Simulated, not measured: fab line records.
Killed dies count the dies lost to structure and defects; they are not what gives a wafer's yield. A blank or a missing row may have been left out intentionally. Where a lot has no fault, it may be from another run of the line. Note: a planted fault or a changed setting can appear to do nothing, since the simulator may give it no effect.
One fault seen from 2 desks | flow n5Finfet | each desk holds nothing but its own numbers, with what lay behind them at the end

== FROM THE METROLOGY DESK ==
Means of the sampled wafers that have a number, per lot and without regard to the tool the lot ran on: this is what the gauges read. The brackets show how far a lot's mean lies from the usual mean; more than 4 standard deviations puts the lot out of limits, marked OUT. Only the readings that lie furthest out on some lot appear, 7 of the 20 it has.
Columns: A = IOFF_N at N5_BEOL_M4_RC_MEAS_101, usual 0.153 nA/um; B = IOFF_N_85C at N5_BEOL_M4_RC_MEAS_101, usual 3.0 nA/um; C = IOFF_N_LIN at N5_BEOL_M4_RC_MEAS_101, usual 0.072 nA/um; D = IOFF_N_LONG at N5_BEOL_M4_RC_MEAS_101, usual 5.44e-05 nA/um; E = ION_N at N5_BEOL_M4_RC_MEAS_101, usual 672 uA/um; F = VT_N_LONG at N5_BEOL_M4_RC_MEAS_101, usual 275.5 mV; G = VT_N_LVT at N5_BEOL_M4_RC_MEAS_101, usual 99 mV
lot  | first seen here | A     | B   | C     | D        | E   | F     | G
L683 | day 2 12:53     | 0.140 | 2.7 | 0.065 | 5.33e-05 | 666 | 274.9 | 101
L685 | day 3 01:09     | 0.146 | 2.9 | 0.072 | 5.66e-05 | 668 | 274.7 | 98
L689 | day 4 02:17     | 0.162 | 3.3 | 0.077 | 5.57e-05 | 679 | 275.9 | 98
L696 | day 5 20:50     | 0.136 | 2.7 | 0.064 | 5.46e-05 | 659 | 275.1 | 100
L697 | day 6 01:36     | 0.183 | 3.6 | 0.084 | 5.93e-05 | 676 | 272.6 | 94
L700 | day 6 20:08     | 0.186 | 3.4 | 0.089 | 5.84e-05 | 686 | 275.1 | 96
L701 | day 7 03:17     | 0.208 | 3.9 | 0.097 | 5.98e-05 | 696 | 271.4 | 91
L702 | day 7 10:51     | 0.139 | 2.7 | 0.068 | 5.72e-05 | 674 | 275.4 | 100
L706 | day 8 10:07     | 0.138 | 2.8 | 0.068 | 5.48e-05 | 680 | 274.0 | 99
Finding of this desk: none of the 9 lots has anything out of limits.

== AT THE TOOL OWNER'S DESK: plasmaAsher-02 ==
The tool's own readings at N5_STI_FIN_REVEAL_OXIDATION_31 (chemistry O2 PLASMA REMOTE, time 20 s): means of the sampled wafers that have a number, for each lot that ran on this tool. The brackets show how far a lot's mean lies from the usual mean; more than 4 standard deviations puts the lot out of limits, marked OUT.
Columns: A = drypumpMotorCurrentA at N5_STI_FIN_REVEAL_OXIDATION_31, usual 5.88 A; B = heaterPowerW at N5_STI_FIN_REVEAL_OXIDATION_31, usual 139 W
lot  | first seen here | A    | B
L683 | day 2 12:23     | 6.08 | 143
L685 | day 3 00:38     | 6.24 | 156
L696 | day 5 20:20     | 6.25 | 155
L700 | day 6 19:32     | 5.96 | 128
L701 | day 7 02:43     | 5.94 | 130
Finding of this desk: none of the 5 lots has anything out of limits.

== BROUGHT TOGETHER ==
At the metrology desk, nothing out of limits was observed.
The tool owner's desk saw nothing out of limits.

== WHAT HAD BEEN PUT IN BY THE SIMULATOR ==
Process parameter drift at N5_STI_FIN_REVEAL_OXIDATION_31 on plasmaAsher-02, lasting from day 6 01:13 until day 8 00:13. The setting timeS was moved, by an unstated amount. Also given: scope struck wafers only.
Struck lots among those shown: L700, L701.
